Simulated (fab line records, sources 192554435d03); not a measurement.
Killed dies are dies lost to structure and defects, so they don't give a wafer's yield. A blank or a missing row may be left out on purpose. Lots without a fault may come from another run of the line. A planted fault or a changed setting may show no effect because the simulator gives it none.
fab line records | flow n5_finfet
record lots=7 wafers=20 last_day=20
route steps=1938 shown BEOL_M2@916 BEOL_M4@1111 PASSIVATION@1936
lots that met no fault: from a run of the same line without faults
start_h: hours from the record's first day to the start of the lot's first wafer shown | wait_h: hours since the lot's step before | " the same as in the row above | L1.1+2: a row that stands for several wafers | - no value, or no start given | * or withheld: withheld | < > ~ a bound
route shown NAME@n: a module of which the file shows steps, and the number in the route of the first | usual: mean/standard deviation of fault-free wafers | same: alike in all rows | chamber/n: place in a boat | sites: the reading at each site | _std_site: their standard deviation | _edge_site: outer sites' mean less inner sites' | radius_mm: how far each site lies from the wafer's centre | mask NAME#n: copy n | behind: the tool/chamber that last shaped the wafer | hold: why the lot was held/for how many hours/how that ended | device: the transistor (n, p or np) that didn't switch | end of line: the same wafers' tests at the end of the route | a step without rows: its recipe alone | killed: dies lost to structure and defects at the first sort, not the wafer's yield | map: a wafer's dies, x killed, . not, _ none there
set.NAME: the setting as run; set.NAME@STEP: as run at that earlier step | model.NAME: the simulator's own value behind a step, which no gauge read
lots at some steps of the route; a table a step, a row a wafer
services: from which hour (start_h, from the record's first day; less than 0 if before it) a tool's chamber was out of use, for how many hours, and why
## steps
# step N5_BEOL_M2_SPUTTER_92
# recipe material=Cu target_thk_a=45 temp_c=-20 chamber_pressure_pa=0.07 power_w=withheld time_s=8.29
# step N5_BEOL_M2_ANNEAL_93
# recipe temp_c=400 time_s=240 ambient=vacuum
# step N5_BEOL_M2_SPUTTER_94
# recipe material=Cu target_thk_a=45 temp_c=-20 chamber_pressure_pa=0.07 power_w=withheld time_s=8.29
# usual throttle_valve_pct=29.6/1
# columns lot.wafer tool chamber start_h wait_h throttle_valve_pct
L440.1 pvd_sputter-02 - 151.95 0.1 30.2
L440.5 " - " " 30.3
L440.6 " - " " 29.9
L441.3 pvd_sputter-02 - 173.46 0.1 31.2
L441.5 " - " " 30.3
L441.6 " - " " 31.1
L450.1 pvd_sputter-03 - 258.36 0.1 28.0
L450.4 " - " " 29.2
L450.5 " - " " 29.1
L451.2 pvd_sputter-01 - 258.53 0.1 28.4
L451.3 " - " " 31.0
L451.5 " - " " 29.8
L457.4 pvd_sputter-01 - 294.02 0.1 28.2
L457.6 " - " " 30.9
L460.3 pvd_sputter-02 - 326.07 0.1 31.2
L460.5 " - " " 30.3
L460.6 " - " " 31.4
L462.1 pvd_sputter-03 - 329.53 0.1 28.0
L462.2 " - " " 30.4
L462.3 " - " " 29.2
# step N5_BEOL_M2_ANNEAL_95
# recipe temp_c=400 time_s=240 ambient=vacuum
# usual heater_power_w=844/93 susceptor_temp_C_max=400.9/0.35
# columns lot.wafer tool chamber start_h wait_h heater_power_w susceptor_temp_C_max
L440.1 pvd_sputter-02 - 152.03 0.0 926 401.0
L440.5 " - " " 957 400.7
L440.6 " - " " 939 400.8
L441.3 pvd_sputter-02 - 173.54 0.0 799 400.4
L441.5 " - " " 933 400.8
L441.6 " - " " 793 400.6
L450.1 pvd_sputter-03 - 258.44 0.0 768 400.5
L450.4 " - " " 724 400.2
L450.5 " - " " 836 400.7
L451.2 pvd_sputter-01 - 258.61 0.0 843 400.9
L451.3 " - " " 1028 400.8
L451.5 " - " " 897 401.8
L457.4 pvd_sputter-01 - 294.10 0.0 852 400.7
L457.6 " - " " 1022 400.9
L460.3 pvd_sputter-02 - 326.15 0.0 799 400.6
L460.5 " - " " 938 400.7
L460.6 " - " " 797 400.6
L462.1 pvd_sputter-03 - 329.61 0.0 755 401.0
L462.2 " - " " 712 400.9
L462.3 " - " " 816 400.6
# step N5_BEOL_M2_SPUTTER_96
# recipe material=Cu target_thk_a=45 temp_c=-20 chamber_pressure_pa=0.07 power_w=withheld time_s=8.29
# usual throttle_valve_pct=29.6/1.1
# columns lot.wafer tool chamber start_h wait_h throttle_valve_pct
L440.1 pvd_sputter-02 - 152.17 0.1 30.2
L440.5 " - " " 30.3
L440.6 " - " " 29.7
L441.3 pvd_sputter-02 - 173.68 0.1 31.5
L441.5 " - " " 30.1
L441.6 " - " " 31.4
L450.1 pvd_sputter-03 - 258.58 0.1 27.7
L450.4 " - " " 29.4
L450.5 " - " " 28.9
L451.2 pvd_sputter-01 - 258.75 0.1 28.4
L451.3 " - " " 31.1
L451.5 " - " " 29.9
L457.4 pvd_sputter-01 - 294.24 0.1 28.3
L457.6 " - " " 31.1
L460.3 pvd_sputter-02 - 326.29 0.1 31.3
L460.5 " - " " 30.0
L460.6 " - " " 31.3
L462.1 pvd_sputter-03 - 329.75 0.1 27.9
L462.2 " - " " 30.8
L462.3 " - " " 28.8
# step N5_BEOL_M2_ECD_50
# recipe material=Cu target_thk_a=3000
# step N5_BEOL_M2_ANNEAL_51
# recipe temp_c=225 time_s=90 ambient=N2
# usual wafer_temp_C_max=225.68/0.3
# columns lot.wafer tool chamber start_h wait_h wafer_temp_C_max
L440.1 rtp_anneal-01 0 152.37 0.1 225.55
L440.5 " 0 " " 225.64
L440.6 " 0 " " 225.53
L441.3 rtp_anneal-01 0 173.97 0.1 225.29
L441.5 " 0 " " 225.43
L441.6 " 0 " " 225.29
L450.1 rtp_anneal-02 0 258.78 0.1 225.90
L450.4 " 0 " " 225.98
L450.5 " 0 " " 226.04
L451.2 rtp_anneal-01 0 258.99 0.1 226.14
L451.3 " 0 " " 225.83
L451.5 " 0 " " 225.73
L457.4 rtp_anneal-02 0 294.82 0.4 225.71
L457.6 " 0 " " 225.65
L460.3 rtp_anneal-01 0 326.58 0.1 225.61
L460.5 " 0 " " 225.46
L460.6 " 0 " " 225.60
L462.1 rtp_anneal-02 0 330.12 0.2 225.90
L462.2 " 0 " " 226.15
L462.3 " 0 " " 225.41
# step N5_BEOL_M2_CMP_52
# recipe stop_on=SiOC t_overpolish_s=6.8 down_force_psi=1 platen_rpm=50 clearing_platen_down_force_psi=1.5 clearing_platen_rpm=50 post_cmp_clean=cu_alkaline target_thk_nm=40 clearing_platen_pad_velocity_m_s=0.99484 pad_velocity_m_s=0.99484
# usual barrier_field_endpoint_s=24.9/0.61 motor_current_A=6.3/0.66 overpolish_run_s=6.800/0.009 time_to_endpoint_s=64/3.3
# columns lot.wafer tool chamber start_h wait_h barrier_field_endpoint_s motor_current_A overpolish_run_s time_to_endpoint_s
L440.1 cmp-01 2 152.71 0.3 24.2 6.5 6.785 57
L440.5 " 1 " " 24.2 6.7 6.800 55
L440.6 " 2 " " 24.9 6.7 6.793 59
L441.3 cmp-03 2 174.25 0.2 24.7 6.4 6.819 67
L441.6 " 0 " " 23.8 6.7 6.803 65
L441.5 " 1 " " 25.2 8.8 6.799 67
L450.1 cmp-04 2 259.10 0.3 24.9 5.8 6.797 64
L450.4 " 3 " " 25.0 6.5 6.794 65
L450.5 " 2 " " 24.4 5.8 6.800 65
L451.3 cmp-01 2 259.32 0.2 23.5 6.4 6.809 61
L451.2 " 3 " " 24.2 5.6 6.805 65
L451.5 " 0 " " 24.4 5.6 6.801 65
L457.4 cmp-01 2 295.24 0.4 25.1 6.4 6.789 62
L457.6 " 3 " " 25.3 5.6 6.807 62
L460.3 cmp-03 0 326.86 0.2 25.2 6.5 6.797 63
L460.6 " 2 " " 24.5 6.3 6.789 65
L460.5 " 3 " " 25.0 6.8 6.804 63
L462.3 cmp-03 2 330.42 0.2 24.2 5.9 6.804 62
L462.1 " 3 " " 24.2 6.5 6.812 62
L462.2 " 1 " " 24.1 9.3 6.784 66
# step N5_BEOL_M2_THK_MEAS_53
# recipe thk_meas_gauge=xrf reads=Cu_of_BEOL_M2_ECD_50
# usual M2_THK=40.2/1.3
# columns lot.wafer tool chamber start_h wait_h M2_THK[nm]
L440.1 film_metro-01 - 152.96 - 38.5
L440.5 " - " " 39.4
L440.6 " - " " 39.1
L441.3 film_metro-02 - 174.47 - 40.1
L441.5 " - " " 39.8
L441.6 " - " " 40.7
L450.1 film_metro-01 - 259.39 - 41.7
L450.4 " - " " 40.9
L450.5 " - " " 40.9
L451.2 film_metro-02 - 259.54 - 40.2
L451.3 " - " " 39.4
L451.5 " - " " 40.3
L457.4 film_metro-02 - 295.43 - 39.5
L457.6 " - " " 39.5
L460.3 film_metro-02 - 327.08 - 41.2
L460.5 " - " " 41.0
L460.6 " - " " 40.3
L462.1 film_metro-01 - 330.71 - 38.2
L462.2 " - " " 39.4
L462.3 " - " " 40.2
# step N5_BEOL_M2_PRE_CLEAN_60
# recipe gas=NH3/H2 time_s=15 temp_c=* rf_power_w=300
# step N5_BEOL_M2_CO_CAP_55
# recipe material=Co target_thk_a=20 temp_c=200 precursor=CCTBA/H2 pressure_torr=30 time_s=102.1
# step N5_BEOL_M2_PRE_CLEAN_56
# recipe gas=NH3 time_s=15 temp_c=withheld rf_power_w=300
# step N5_BEOL_M2_DEP_57
# recipe material=SiCN target_thk_a=80 temp_c=withheld precursor=3MS/NH3 pressure_torr=3 rf_w=202 time_s=14
# usual showerhead_plenum_p_Torr=3.656/0.016 throttle_valve_pct=9.1/0.41
# columns lot.wafer tool chamber start_h wait_h showerhead_plenum_p_Torr throttle_valve_pct model.SiCN_of_BEOL_M2_DEP_57.thk_nm
L440.1 pecvd-01 1 153.16 0.0 3.637 8.9 8.2
L440.5 " 2 " " 3.654 8.9 8.2
L440.6 " 0 " " 3.654 9.6 8.2
L441.3 pecvd-01 0 174.66 0.0 3.663 9.4 8
L441.5 " 2 " " 3.650 9.0 8.2
L441.6 " 1 " " 3.642 8.8 8
L450.1 pecvd-01 2 259.59 0.0 3.650 9.1 7.8
L450.4 " 1 " " 3.639 8.8 8
L450.5 " 2 " " 3.651 9.0 8.2
L451.2 pecvd-03 0 259.73 0.0 3.671 9.3 7.8
L451.3 " 2 " " 3.651 8.6 7.8
L451.5 " 0 " " 3.665 9.2 7.8
L457.4 pecvd-03 2 295.63 0.0 3.643 8.3 8
L457.6 " 1 " " 3.632 9.4 7
L460.3 pecvd-03 2 327.28 0.0 3.648 8.4 8
L460.5 " 2 " " 3.650 8.2 8
L460.6 " 1 " " 3.650 9.6 7
L462.1 pecvd-03 0 330.91 0.0 3.676 9.6 6.8
L462.2 " 1 " " 3.649 9.4 8
L462.3 " 2 " " 3.654 8.1 8
# step N5_BEOL_M2_RS_MEAS_58
# recipe thk_meas_gauge=four-point-probe reads=Co_of_BEOL_M2_CO_CAP_55+Cu_of_BEOL_M2_ECD_50+Co_of_BEOL_M2_CVD_47+TaN_of_BEOL_M2_ALD_84
# usual M2_RS=0.672/0.028
# columns lot.wafer tool chamber start_h wait_h M2_RS[ohm/sq]
L440.1 film_metro-02 - 153.22 0.0 0.707
L440.5 " - " " 0.684
L440.6 " - " " 0.691
L441.3 film_metro-02 - 174.73 0.1 0.672
L441.5 " - " " 0.684
L441.6 " - " " 0.662
L450.1 film_metro-01 - 259.65 0.0 0.643
L450.4 " - " " 0.656
L450.5 " - " " 0.654
L451.2 film_metro-01 - 259.80 0.1 0.669
L451.3 " - " " 0.680
L451.5 " - " " 0.668
L457.4 film_metro-02 - 295.69 0.0 0.693
L457.6 " - " " 0.694
L460.3 film_metro-01 - 327.34 0.1 0.654
L460.5 " - " " 0.652
L460.6 " - " " 0.667
L462.1 film_metro-01 - 330.97 0.0 0.716
L462.2 " - " " 0.687
L462.3 " - " " 0.674
# step N5_BEOL_M4_RC_MEAS_101
# usual DIBL_N=36.5/1.2 DIBL_P=36.5/1.6 IOFF_N=0.162/0.023 IOFF_P=0.221/0.03 ION_N=678/8 ION_P=466/6.3 SS_N=71.6/0.46 SS_P=73.3/0.57 VT_N=249.2/2.6 VT_P=-249/3.3
# columns lot.wafer tool chamber start_h wait_h DIBL_N[mV/V] DIBL_P[mV/V] IOFF_N[nA/um] IOFF_P[nA/um] ION_N[uA/um] ION_P[uA/um] SS_N[mV/dec] SS_P[mV/dec] VT_N[mV] VT_P[mV]
L440.1 prober-02 0 227.63 0.0 37.2 38.0 0.155 0.247 671 471 71.4 74.2 250.6 -246
L440.5 " 0 " " 37.4 38.4 0.161 0.252 672 468 71.6 73.5 248.8 -245
L440.6 " 0 " " 34.5 35.0 0.117 0.188 664 465 71.2 72.6 255.5 -251
L441.3 prober-02 0 242.90 0.7 34.9 34.3 0.117 0.179 663 461 70.9 73.0 256.9 -254
L441.5 " 0 " " 36.3 36.4 0.145 0.200 669 463 71.2 73.1 251.3 -253
L441.6 " 0 " " 36.0 36.1 0.139 0.198 678 465 71.0 73.7 251.1 -252
L450.1 prober-02 0 287.61 0.0 37.1 37.3 0.189 0.216 674 457 72.2 74.2 248.0 -252
L450.4 " 0 " " 37.2 37.1 0.190 0.208 685 462 71.8 73.6 248.4 -254
L450.5 " 0 " " 36.5 36.4 0.179 0.199 675 457 72.6 74.2 248.9 -252
L451.2 prober-02 0 290.19 0.2 35.9 34.8 0.150 0.224 678 462 71.0 73.1 249.4 -245
L451.3 " 0 " " 37.8 37.7 0.188 0.274 684 474 72.2 73.4 244.4 -243
L451.5 " 0 " " 37.1 36.9 0.181 0.263 682 472 72.4 73.9 244.9 -245
L457.4 prober-01 0 324.20 0.5 34.6 37.4 0.157 0.224 685 474 71.3 73.6 246.7 -248
L457.6 " 0 " " 34.3 36.7 0.150 0.209 679 464 72.0 72.6 247.5 -249
L460.3 prober-02 0 361.84 0.3 35.3 34.2 0.128 0.175 664 456 70.1 72.8 250.6 -257
L460.5 " 0 " " 36.8 36.3 0.149 0.200 668 463 71.1 72.9 251.3 -252
L460.6 " 0 " " 36.7 36.7 0.161 0.210 683 465 71.8 73.6 251.0 -253
L462.1 prober-02 0 367.40 0.0 38.7 37.2 0.188 0.232 680 459 71.8 73.9 247.1 -250
L462.2 " 0 " " 39.2 38.0 0.191 0.254 684 467 71.3 74.5 246.4 -248
L462.3 " 0 " " 39.6 38.2 0.197 0.256 686 471 71.9 74.1 247.0 -246
# step N5_PASSIVATION_PROBE_49
# usual defect_limited_yield=91.2/1.3 killed_at_M0_to_M3=34/9.2 killed_at_M4_up=14/5 killed_at_contacts=13/6.7 killed_at_front_end=39/12 killed_at_other=4/3.3 killed_dies=104/15 killed_open=68/12 killed_short=34/7.5 sort_bin_5_function=5.2/0.87 sort_bin_6_memory=3.3/0.63 sort_n_pass=1076/15 sort_yield_pct=91.2/1.3
# same gross_dies=1180 killed_at_back_side=0 sort_bin_4_leakage[%]=0 sort_bin_8_speed[%]=0
# columns lot.wafer tool chamber start_h wait_h defect_limited_yield[%] killed_at_M0_to_M3 killed_at_M4_up killed_at_contacts killed_at_front_end killed_at_other killed_dies killed_open killed_short sort_bin_5_function[%] sort_bin_6_memory[%] sort_n_pass sort_yield_pct[%]
L440.1 prober-02 - 337.36 0.0 92.7 36 15 11 20 4 86 55 28 4.2 2.7 1094 92.7
L440.5 prober-02 - 337.56 0.2 90.7 37 19 18 31 5 110 77 32 5.6 3.4 1070 90.7
L440.6 prober-02 - 337.61 0.3 91.9 35 14 21 23 3 96 66 26 5.2 2.8 1084 91.9
# killed by level:class
L440.1 MOL_CONTACT_COAG:geometric_particle:open=9 BEOL_M0_SAQP:geometric_particle:short=9 BEOL_M0_SAQP:geometric_particle:open=9 BEOL_M4:geometric_particle:open=8 FIN_SAQP:geometric_particle:short=5 BEOL_M0:geometric_particle:open=5 BEOL_M3:geometric_particle:open=5 BEOL_M6:geometric_particle:open=4
L440.5 MOL_CONTACT_COAG:geometric_particle:open=14 BEOL_M0_SAQP:geometric_particle:open=10 BEOL_M4:geometric_particle:open=8 FIN_SAQP:geometric_particle:short=7 BEOL_M0_SAQP:geometric_particle:short=7 BEOL_M1:geometric_particle:open=7 ILD0:geometric_particle:open=6 BEOL_M2:geometric_particle:open=5
L440.6 MOL_CONTACT_COAG:geometric_particle:open=18 BEOL_M0_SAQP:geometric_particle:open=12 BEOL_M0_SAQP:geometric_particle:short=8 FIN_SAQP:geometric_particle:open=7 GATE_CUT:geometric_particle:short=6 BEOL_M3:geometric_particle:open=5 BEOL_M4:geometric_particle:open=5 BEOL_M0:geometric_particle:open=4
## services
# columns tool chamber start_h hours kind
cmp-04 - 136.81 1.7 repair
cmp-03 - 146.79 0.3 repair
pecvd-03 1 146.92 6.6 repair
cmp-04 - 149.20 4.0 pm
cmp-01 - 178.10 2.4 repair
pvd_sputter-03 - 188.94 5.9 repair
cmp-03 - 194.05 0.8 repair
pecvd-03 2 202.38 - clean
pecvd-03 2 202.38 - consumable_replace:showerhead
pecvd-03 2 202.38 29.0 scheduled_down
pecvd-03 2 202.38 29.0 vent_cycle
pvd_sputter-02 - 202.44 2.8 repair
pvd_sputter-03 - 211.08 3.7 repair
cmp-04 - 211.44 3.1 repair
cmp-03 - 221.66 29.9 repair
cmp-01 - 232.38 5.4 pm
cmp-01 - 243.19 4.5 pm
cmp-04 - 262.70 6.1 pm
cmp-01 - 265.06 4.0 pm
cmp-03 - 267.28 4.0 pm
cmp-03 - 271.28 - consumable_replace:conditioner
cmp-03 - 271.28 - consumable_replace:pad
cmp-01 - 274.58 4.7 repair
cmp-03 - 278.94 23.6 repair
## key
first_sign none at tools or gauges
model_effect step=N5_BEOL_M2_DEP_57 value=SiCN_of_BEOL_M2_DEP_57.thk_nm without=8.067 struck=6.933
met_at N5_BEOL_M2_DEP_57
struck_wafers L457.6,L460.6,L462.1
onset_between 259.73 295.63
fault kind=process_parameter_drift tool=pecvd-03 chamber=- onset_h=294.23 steps=N5_BEOL_M2_DEP_57 channel=time_s offset=* shape=step end_h=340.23 scope=struck_wafers_only acts_in=* stated=*
